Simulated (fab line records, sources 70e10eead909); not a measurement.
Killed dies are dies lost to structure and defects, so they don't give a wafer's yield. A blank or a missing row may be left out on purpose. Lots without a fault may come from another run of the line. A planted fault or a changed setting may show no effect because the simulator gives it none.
Which tool did it? | flow nand_harc | 23 lots, 69 wafers sampled, at 6 steps of a route of 1159

WHAT THE GAUGES READ, wafer by wafer
The record holds no reading of a measuring or inspecting step that can be judged against a usual standard deviation.

WHICH TOOL RAN EACH LOT (tool, then ch and the chambers of the sampled wafers, then the start)
lot  | NHARC_A_STAIRCASE_TRIM_224                    | NHARC_A_STAIRCASE_TRIM_231                    | NHARC_A_STAIRCASE_HM_DEP_462  | NHARC_A_STAIRCASE_ETCH_315     | NHARC_A_STAIRCASE_STRIP_316    | NHARC_A_SGD_CUT_ETCH_59
L074 | rie_diel-08 ch 0,2,3, day 11 16:37 or earlier | rie_diel-08 ch 0,2, day 11 16:37 or earlier   | acl_dep-01 ch 0, day 11 16:37 | rie_diel-08 ch 0,2,3, no start | rie_diel-08 ch 1,2,3, no start | rie_diel-01 ch 1,2,3, no start
L075 | rie_diel-08 ch 1,2,3, day 12 11:02 or earlier | rie_diel-08 ch 0,2,3, day 12 11:02 or earlier | acl_dep-03 ch 0, day 12 11:02 | rie_diel-09 ch 0,2, no start   | rie_diel-09 ch 2,3, no start   | rie_diel-01 ch 1,2,3, no start
L076 | rie_diel-08 ch 1,2,3, day 12 16:03 or earlier | rie_diel-08 ch 1,3, day 12 16:03 or earlier   | acl_dep-01 ch 0, day 12 16:03 | rie_diel-08 ch 1,2,3, no start | rie_diel-08 ch 2,3, no start   | rie_diel-05 ch 2,3, no start
L078 | rie_diel-13 ch 1,2, day 12 14:26 or earlier   | rie_diel-13 ch 1,2, day 12 14:26 or earlier   | acl_dep-03 ch 0, day 12 14:26 | rie_diel-09 ch 0,1,2, no start | rie_diel-09 ch 0,1,2, no start | rie_diel-11 ch 2,3, no start
L077 | rie_diel-08 ch 0,3, day 12 19:24 or earlier   | rie_diel-09 ch 1,2,3, day 12 19:24 or earlier | acl_dep-03 ch 0, day 12 19:24 | rie_diel-09 ch 0,2,3, no start | rie_diel-09 ch 0,1, no start   | rie_diel-01 ch 0,2,3, no start
L081 | rie_diel-09 ch 0,1, day 13 02:56 or earlier   | rie_diel-08 ch 1,2,3, day 13 02:56 or earlier | acl_dep-03 ch 0, day 13 02:56 | rie_diel-08 ch 0,1,2, no start | rie_diel-08 ch 2,3, no start   | rie_diel-05 ch 1,2,3, no start
L080 | rie_diel-09 ch 0,2,3, day 13 07:03 or earlier | rie_diel-09 ch 0,1,2, day 13 07:03 or earlier | acl_dep-02 ch 0, day 13 07:03 | rie_diel-13 ch 1,2,3, no start | rie_diel-13 ch 0,2, no start   | rie_diel-11 ch 1,3, no start
L082 | rie_diel-08 ch 2,3, day 13 17:23 or earlier   | rie_diel-09 ch 0,1,2, day 13 17:23 or earlier | acl_dep-02 ch 0, day 13 17:23 | rie_diel-13 ch 1,2, no start   | rie_diel-13 ch 0,2, no start   | rie_diel-01 ch 0,1, no start
L079 | rie_diel-08 ch 0,2,3, day 13 15:52 or earlier | rie_diel-13 ch 2,3, day 13 15:52 or earlier   | acl_dep-02 ch 0, day 13 15:52 | rie_diel-13 ch 0,1,3, no start | rie_diel-13 ch 0,1, no start   | rie_diel-05 ch 2,3, no start
L083 | rie_diel-08 ch 2,3, day 14 00:19 or earlier   | rie_diel-09 ch 1,2,3, day 14 00:19 or earlier | acl_dep-01 ch 0, day 14 00:19 | rie_diel-09 ch 2,3, no start   | rie_diel-09 ch 1,2,3, no start | rie_diel-05 ch 0,1,2, no start
L086 | rie_diel-08 ch 1,2, day 14 14:06 or earlier   | rie_diel-08 ch 0,1,3, day 14 14:06 or earlier | acl_dep-01 ch 0, day 14 14:06 | rie_diel-08 ch 1,2, no start   | rie_diel-08 ch 0,2,3, no start | rie_diel-05 ch 1,2,3, no start
L084 | rie_diel-08 ch 0,2,3, day 14 14:01 or earlier | rie_diel-13 ch 0,1,2, day 14 14:01 or earlier | acl_dep-03 ch 0, day 14 14:01 | rie_diel-08 ch 1,2,3, no start | rie_diel-08 ch 0,1,2, no start | rie_diel-11 ch 0,2,3, no start
L087 | rie_diel-08 ch 0,1, day 14 21:50 or earlier   | rie_diel-08 ch 0,3, day 14 21:50 or earlier   | acl_dep-02 ch 0, day 14 21:50 | rie_diel-13 ch 0,1,3, no start | rie_diel-13 ch 1,2, no start   | rie_diel-11 ch 0,1,2, no start
L085 | rie_diel-08 ch 1,2,3, day 15 04:02 or earlier | rie_diel-13 ch 0,3, day 15 04:02 or earlier   | acl_dep-03 ch 0, day 15 04:02 | rie_diel-08 ch 0,1,2, no start | rie_diel-08 ch 0,2, no start   | rie_diel-05 ch 2,3, no start
L089 | rie_diel-13 ch 0,1, day 15 08:45 or earlier   | rie_diel-09 ch 0,1,3, day 15 08:45 or earlier | acl_dep-02 ch 0, day 15 08:45 | rie_diel-13 ch 1,2, no start   | rie_diel-13 ch 0,3, no start   | rie_diel-01 ch 1,2, no start
L088 | rie_diel-13 ch 0,1, day 15 16:18 or earlier   | rie_diel-13 ch 0,1,2, day 15 16:18 or earlier | acl_dep-01 ch 0, day 15 16:18 | rie_diel-08 ch 0,1, no start   | rie_diel-08 ch 0,2,3, no start | rie_diel-11 ch 0,1,2, no start
L091 | rie_diel-08 ch 0,2,3, day 15 19:14 or earlier | rie_diel-09 ch 1,2, day 15 19:14 or earlier   | acl_dep-03 ch 0, day 15 19:14 | rie_diel-13 ch 0,1,3, no start | rie_diel-13 ch 2,3, no start   | rie_diel-01 ch 0,1, no start
L090 | rie_diel-08 ch 1,2,3, day 15 20:26 or earlier | rie_diel-13 ch 0,1,3, day 15 20:26 or earlier | acl_dep-03 ch 0, day 15 20:26 | rie_diel-08 ch 0,1,2, no start | rie_diel-08 ch 0,2,3, no start | rie_diel-05 ch 1,2,3, no start
L093 | rie_diel-08 ch 0,1,3, day 15 23:53 or earlier | rie_diel-13 ch 0,2,3, day 15 23:53 or earlier | acl_dep-01 ch 0, day 15 23:53 | rie_diel-08 ch 0,1,2, no start | rie_diel-08 ch 0,1,3, no start | rie_diel-01 ch 1,3, no start
L092 | rie_diel-09 ch 1,2,3, day 16 02:07 or earlier | rie_diel-09 ch 1,2,3, day 16 02:07 or earlier | acl_dep-03 ch 0, day 16 02:07 | rie_diel-13 ch 0,2,3, no start | rie_diel-13 ch 0,1,2, no start | rie_diel-11 ch 1,2,3, no start
L094 | rie_diel-09 ch 0,1,3, day 16 06:34 or earlier | rie_diel-13 ch 0,1,3, day 16 06:34 or earlier | acl_dep-01 ch 0, day 16 06:34 | rie_diel-09 ch 1,2,3, no start | rie_diel-09 ch 0,1,3, no start | rie_diel-05 ch 0,1,3, no start
L096 | rie_diel-08 ch 0,1,2, day 16 18:54 or earlier | rie_diel-08 ch 1,2, day 16 18:54 or earlier   | acl_dep-02 ch 0, day 16 18:54 | rie_diel-08 ch 1,2,3, no start | rie_diel-08 ch 0,2,3, no start | rie_diel-01 ch 1,3, no start
L095 | rie_diel-08 ch 0,2,3, day 16 21:44 or earlier | rie_diel-13 ch 1,2, day 16 21:44 or earlier   | acl_dep-02 ch 0, day 16 21:44 | rie_diel-08 ch 2,3, no start   | rie_diel-08 ch 0,2, no start   | rie_diel-05 ch 0,1,2, no start
- NHARC_A_STAIRCASE_TRIM_224: chemistry O2, time 211.2 s.
- NHARC_A_STAIRCASE_TRIM_231: chemistry O2, time 211.2 s.
- NHARC_A_STAIRCASE_HM_DEP_462: deposits aC, target thk 800 nm.
- NHARC_A_STAIRCASE_ETCH_315: etches the open film in C4F8/O2/Ar, target depth 2500 nm, time 607.1 s.
- NHARC_A_STAIRCASE_STRIP_316: strips in O2.
- NHARC_A_SGD_CUT_ETCH_59: etches the open film in N2/H2, target depth 260 nm, time 406.25 s.

WHAT THE TOOLS THEMSELVES READ (means of the sampled wafers that have a number; where no wafer has one, the mark that the record gives instead)
NHARC_A_STAIRCASE_TRIM_224.
lot  | tool        | drypump_motor_current_A (A) | oes_product_au (a.u.) | rf_vpp_V (V) | showerhead_plenum_p_Torr (Torr) | throttle_valve_pct (%)
L074 | rie_diel-08 | 6.1                         | 0.991                 | 57.0         | 3.49                            | 17.037
L075 | rie_diel-08 | 6.4                         | 0.989                 | 57.9         | 3.44                            | 17.044
L076 | rie_diel-08 | 6.4                         | 0.987                 | 57.9         | 3.44                            | 17.039
L078 | rie_diel-13 | 6.1                         | 0.994                 | 57.7         | 3.51                            | 17.030
L077 | rie_diel-08 | 5.9                         | 0.998                 | 57.9         | 3.48                            | 17.040
L081 | rie_diel-09 | 6.1                         | 0.984                 | 57.6         | 3.38                            | 17.037
L080 | rie_diel-09 | 5.5                         | 0.996                 | 58.2         | 3.53                            | 17.047
L082 | rie_diel-08 | 6.3                         | 0.991                 | 58.5         | 3.47                            | 17.044
L079 | rie_diel-08 | 6.1                         | 0.990                 | 57.6         | 3.48                            | 17.040
L083 | rie_diel-08 | 6.3                         | 0.979                 | 57.1         | 3.47                            | 17.043
L086 | rie_diel-08 | 6.4                         | 0.992                 | 58.4         | 3.40                            | 17.035
L084 | rie_diel-08 | 6.1                         | 0.987                 | 57.3         | 3.48                            | 17.036
L087 | rie_diel-08 | 6.2                         | 0.989                 | 57.2         | 3.39                            | 17.037
L085 | rie_diel-08 | 6.4                         | 0.996                 | 57.0         | 3.43                            | 17.042
L089 | rie_diel-13 | 5.8                         | 0.998                 | 58.0         | 3.65                            | 17.030
L088 | rie_diel-13 | 5.8                         | 0.992                 | 58.7         | 3.71                            | 17.032
L091 | rie_diel-08 | 6.1                         | 0.984                 | 58.2         | 3.47                            | 17.039
L090 | rie_diel-08 | 6.4                         | 1.000                 | 57.2         | 3.42                            | 17.036
L093 | rie_diel-08 | 6.2                         | 0.995                 | 57.4         | 3.43                            | 17.037
L092 | rie_diel-09 | 5.8                         | 0.996                 | 58.1         | 3.58                            | 17.037
L094 | rie_diel-09 | 5.9                         | 0.982                 | 57.5         | 3.46                            | 17.033
L096 | rie_diel-08 | 6.1                         | 0.995                 | 58.1         | 3.43                            | 17.044
L095 | rie_diel-08 | 6.1                         | 0.991                 | 57.1         | 3.46                            | 17.042

NHARC_A_STAIRCASE_TRIM_231.
lot  | tool        | drypump_motor_current_A (A) | oes_product_au (a.u.) | rf_vpp_V (V) | showerhead_plenum_p_Torr (Torr) | throttle_valve_pct (%)
L074 | rie_diel-08 | 6.1                         | 0.988                 | 57.3         | 3.49                            | 17.038
L075 | rie_diel-08 | 6.1                         | 0.993                 | 57.0         | 3.48                            | 17.034
L076 | rie_diel-08 | 6.4                         | 0.992                 | 56.7         | 3.43                            | 17.038
L078 | rie_diel-13 | 5.9                         | 0.992                 | 58.3         | 3.65                            | 17.037
L077 | rie_diel-09 | 5.8                         | 1.004                 | 58.3         | 3.60                            | 17.035
L081 | rie_diel-08 | 6.4                         | 0.998                 | 57.5         | 3.44                            | 17.031
L080 | rie_diel-09 | 6.0                         | 0.992                 | 58.0         | 3.50                            | 17.031
L082 | rie_diel-09 | 6.0                         | 0.993                 | 57.6         | 3.49                            | 17.034
L079 | rie_diel-13 | 5.7                         | 0.993                 | 57.6         | 3.46                            | 17.032
L083 | rie_diel-09 | 5.8                         | 0.996                 | 58.9         | 3.59                            | 17.030
L086 | rie_diel-08 | 6.2                         | 0.999                 | 57.4         | 3.44                            | 17.045
L084 | rie_diel-13 | 6.0                         | 1.002                 | 58.4         | 3.58                            | 17.037
L087 | rie_diel-08 | 6.1                         | 0.989                 | 57.0         | 3.47                            | 17.038
L085 | rie_diel-13 | 5.6                         | 1.005                 | 58.1         | 3.53                            | 17.038
L089 | rie_diel-09 | 6.0                         | 0.999                 | 57.3         | 3.47                            | 17.032
L088 | rie_diel-13 | 6.0                         | 1.004                 | 58.1         | 3.58                            | 17.038
L091 | rie_diel-09 | 6.3                         | 0.999                 | 57.5         | 3.55                            | 17.033
L090 | rie_diel-13 | 5.7                         | 1.004                 | 58.4         | 3.61                            | 17.036
L093 | rie_diel-13 | 5.9                         | 1.003                 | 57.2         | 3.48                            | 17.037
L092 | rie_diel-09 | 5.8                         | 1.005                 | 58.2         | 3.58                            | 17.042
L094 | rie_diel-13 | 5.7                         | 1.002                 | 57.8         | 3.61                            | 17.033
L096 | rie_diel-08 | 6.4                         | 0.996                 | 57.4         | 3.39                            | 17.035
L095 | rie_diel-13 | 5.9                         | 1.000                 | 57.4         | 3.62                            | 17.039

NHARC_A_STAIRCASE_HM_DEP_462.
lot  | tool       | throttle_valve_pct (%)
L074 | acl_dep-01 | 34.991
L075 | acl_dep-03 | 35.001
L076 | acl_dep-01 | 34.997
L078 | acl_dep-03 | 35.002
L077 | acl_dep-03 | 35.004
L081 | acl_dep-03 | 35.000
L080 | acl_dep-02 | 35.007
L082 | acl_dep-02 | 35.008
L079 | acl_dep-02 | 35.009
L083 | acl_dep-01 | 35.001
L086 | acl_dep-01 | 34.998
L084 | acl_dep-03 | 35.001
L087 | acl_dep-02 | 35.003
L085 | acl_dep-03 | 35.003
L089 | acl_dep-02 | 34.997
L088 | acl_dep-01 | 35.002
L091 | acl_dep-03 | 35.004
L090 | acl_dep-03 | 34.999
L093 | acl_dep-01 | 35.009
L092 | acl_dep-03 | 35.002
L094 | acl_dep-01 | 34.998
L096 | acl_dep-02 | 34.993
L095 | acl_dep-02 | 34.999

NHARC_A_STAIRCASE_ETCH_315.
lot  | tool        | oes_product_au (a.u.) | rf_vpp_V (V)
L074 | rie_diel-08 | 0.923                 | 1824
L075 | rie_diel-09 | 0.919                 | 1828
L076 | rie_diel-08 | 0.927                 | 1821
L078 | rie_diel-09 | 0.922                 | 1824
L077 | rie_diel-09 | 0.940                 | 1826
L081 | rie_diel-08 | 0.930                 | 1820
L080 | rie_diel-13 | 0.952                 | 1828
L082 | rie_diel-13 | 0.927                 | 1835
L079 | rie_diel-13 | 0.939                 | 1835
L083 | rie_diel-09 | 0.931                 | 1835
L086 | rie_diel-08 | 0.926                 | 1818
L084 | rie_diel-08 | 0.917                 | 1819
L087 | rie_diel-13 | 0.936                 | 1833
L085 | rie_diel-08 | 0.925                 | 1820
L089 | rie_diel-13 | 0.924                 | 1834
L088 | rie_diel-08 | 0.927                 | 1817
L091 | rie_diel-13 | 0.937                 | 1833
L090 | rie_diel-08 | 0.918                 | 1820
L093 | rie_diel-08 | 0.931                 | 1820
L092 | rie_diel-13 | 0.933                 | 1823
L094 | rie_diel-09 | 0.934                 | 1830
L096 | rie_diel-08 | 0.928                 | 1818
L095 | rie_diel-08 | 0.930                 | 1821

NHARC_A_STAIRCASE_STRIP_316.
lot  | tool        | drypump_motor_current_A (A) | oes_product_au (a.u.) | rf_vpp_V (V) | showerhead_plenum_p_Torr (Torr) | throttle_valve_pct (%)
L074 | rie_diel-08 | 6.4                         | 0.988                 | 57.0         | 3.44                            | 17.040
L075 | rie_diel-09 | 5.3                         | 1.001                 | 58.6         | 3.65                            | 17.025
L076 | rie_diel-08 | 6.4                         | 0.997                 | 58.0         | 3.47                            | 17.031
L078 | rie_diel-09 | 6.0                         | 0.992                 | 57.4         | 3.50                            | 17.046
L077 | rie_diel-09 | 6.5                         | 0.988                 | 57.7         | 3.45                            | 17.029
L081 | rie_diel-08 | 6.3                         | 0.982                 | 58.0         | 3.47                            | 17.040
L080 | rie_diel-13 | 6.0                         | 0.998                 | 58.8         | 3.53                            | 17.040
L082 | rie_diel-13 | 6.1                         | 0.994                 | 58.2         | 3.53                            | 17.028
L079 | rie_diel-13 | 5.8                         | 1.007                 | 57.6         | 3.71                            | 17.044
L083 | rie_diel-09 | 5.8                         | 0.995                 | 57.5         | 3.59                            | 17.039
L086 | rie_diel-08 | 6.1                         | 0.987                 | 57.7         | 3.47                            | 17.039
L084 | rie_diel-08 | 6.1                         | 0.989                 | 57.6         | 3.44                            | 17.038
L087 | rie_diel-13 | 6.1                         | 1.007                 | 58.3         | 3.50                            | 17.033
L085 | rie_diel-08 | 5.9                         | 0.989                 | 57.5         | 3.48                            | 17.041
L089 | rie_diel-13 | 5.6                         | 1.000                 | 58.1         | 3.52                            | 17.031
L088 | rie_diel-08 | 6.1                         | 0.991                 | 57.6         | 3.47                            | 17.041
L091 | rie_diel-13 | 5.7                         | 1.005                 | 58.3         | 3.45                            | 17.032
L090 | rie_diel-08 | 6.1                         | 1.000                 | 58.2         | 3.47                            | 17.021
L093 | rie_diel-08 | 6.2                         | 0.997                 | 57.2         | 3.43                            | 17.038
L092 | rie_diel-13 | 6.0                         | 1.002                 | 57.6         | 3.57                            | 17.042
L094 | rie_diel-09 | 6.0                         | 0.988                 | 57.4         | 3.46                            | 17.030
L096 | rie_diel-08 | 6.1                         | 1.004                 | 57.9         | 3.46                            | 17.044
L095 | rie_diel-08 | 5.9                         | 0.992                 | 58.2         | 3.47                            | 17.036

NHARC_A_SGD_CUT_ETCH_59.
lot  | tool        | drypump_motor_current_A (A) | oes_product_au (a.u.) | rf_vpp_V (V) | showerhead_plenum_p_Torr (Torr) | throttle_valve_pct (%)
L074 | rie_diel-01 | 5.8                         | 0.995                 | 429.2        | 1.98                            | 14.177
L075 | rie_diel-01 | 5.7                         | 0.994                 | 428.3        | 1.98                            | 14.172
L076 | rie_diel-05 | 6.3                         | 0.998                 | 430.6        | 2.02                            | 14.171
L078 | rie_diel-11 | 5.1                         | 0.991                 | 434.8        | 2.18                            | 14.174
L077 | rie_diel-01 | 5.8                         | 0.999                 | 429.0        | 1.99                            | 14.170
L081 | rie_diel-05 | 5.9                         | 0.995                 | 432.1        | 2.07                            | 14.162
L080 | rie_diel-11 | 5.3                         | 1.003                 | 431.0        | 2.09                            | 14.180
L082 | rie_diel-01 | 5.4                         | 0.988                 | 428.0        | 1.96                            | 14.169
L079 | rie_diel-05 | 6.3                         | 0.997                 | 430.3        | 2.02                            | 14.176
L083 | rie_diel-05 | 5.6                         | 1.002                 | 430.4        | 2.04                            | 14.170
L086 | rie_diel-05 | 5.9                         | 0.989                 | 430.8        | 2.07                            | 14.175
L084 | rie_diel-11 | 5.5                         | 1.006                 | 431.9        | 2.09                            | 14.176
L087 | rie_diel-11 | 5.8                         | 1.007                 | 429.0        | 1.99                            | 14.163
L085 | rie_diel-05 | 6.2                         | 0.999                 | 431.2        | 2.08                            | 14.176
L089 | rie_diel-01 | 5.5                         | 0.993                 | 427.5        | 1.92                            | 14.166
L088 | rie_diel-11 | 5.8                         | 0.991                 | 429.7        | 1.99                            | 14.176
L091 | rie_diel-01 | 5.5                         | 0.998                 | 428.9        | 1.97                            | 14.168
L090 | rie_diel-05 | 5.8                         | 1.001                 | 431.1        | 2.07                            | 14.173
L093 | rie_diel-01 | 5.6                         | 0.999                 | 428.5        | 1.98                            | 14.168
L092 | rie_diel-11 | 5.4                         | 1.008                 | 431.5        | 2.08                            | 14.171
L094 | rie_diel-05 | 5.5                         | 1.001                 | 432.3        | 2.10                            | 14.163
L096 | rie_diel-01 | 5.7                         | 0.993                 | 428.4        | 1.98                            | 14.168
L095 | rie_diel-05 | 5.7                         | 1.000                 | 430.2        | 2.04                            | 14.172

THE ANSWER, worked out from the rows above alone
Rule: what is usual is taken from the lots themselves. Put in order of their means at a reading, lots are off if they are a third of the lots or fewer, leave a main group of 4 or more, and stand apart from it by a gap of 3 or more times the standard deviation of the main group's means; of several such gaps the widest counts. A main group whose means are all the same, to the digits that the tables above print for the reading, isn't used. A lot without any number at a reading at which 4 lots or more have one is off too. The other lots that the step has rows for count as sound. The gauges are gone through in route order, then the tools' own readings, and for those a lot's mean is taken as printed above. The first step at which some lot is off is used, and at that step the reading that is off furthest; a lot without a number counts as furthest.
No lot is off at any reading shown: from this, nothing can be told.

WHAT THE SIMULATOR HAD PUT IN
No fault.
